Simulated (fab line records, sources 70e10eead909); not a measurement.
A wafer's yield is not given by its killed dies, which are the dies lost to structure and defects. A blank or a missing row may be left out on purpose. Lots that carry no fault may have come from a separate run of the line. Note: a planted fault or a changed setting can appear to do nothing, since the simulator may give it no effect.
Chamber matching ; flow nandHarc ; NHARC_A_CHANNEL_FILL_D1_ALD_02 on aldHk-02 has 4 sister chambers
The step deposits SiO2, target thk 6 nm, pulse time 10 s, ald cycles 60. 7 wafers are shown with their chamber, then 9 later ones without.

WAFERS PAIRED WITH THEIR CHAMBERS
wafer;chamber;heaterPowerW (W);precursorPulseHeightRel
L077.5;1;499;0.991
L080.5;2;399;0.993
L082.4;3;462;1.009
L082.6;3;475;1.020
L085.2;0;548;0.989
L085.4;1;502;1.018
L085.6;0;553;1.011

WAFERS WHOSE CHAMBER IS MISSING
wafer;heaterPowerW (W);precursorPulseHeightRel
L087.2;547;1.019
L087.4;508;0.996
L087.6;470;0.958
L089.4;517;1.015
L089.5;544;1.000
L089.6;520;1.018
L094.4;561;0.997
L094.5;390;1.032
L094.6;483;0.984

WHICH CHAMBER EACH WENT THROUGH
wafer;from the rows above;in truth
L087.2;0;0
L087.4;1;1
L087.6;3;3
L089.4;1;1
L089.5;0;0
L089.6;can't be placed: 1 or 0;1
L094.4;0;0
L094.5;2;2
L094.6;can't be placed: 3 or 1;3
Correct placement for 7 of the 9. These rows do not allow placing 2 (true chamber among the candidates in 2). Number placed wrongly: 0.
How it was worked out, from the rows above alone: a wafer's distance from a chamber is the root of the sum, over the readings, of the square of ((its reading less the chamber's mean) divided by the reading's scatter). If the next closest chamber is less than 2 further off than the closest, the wafer can't be placed; otherwise it belongs to the closest. A chamber's mean is the mean of its shown wafers. The scatter is the square root of a quotient: the sum, over the shown wafers, of each reading's squared deviation from its chamber's mean, divided by wafers minus chambers.
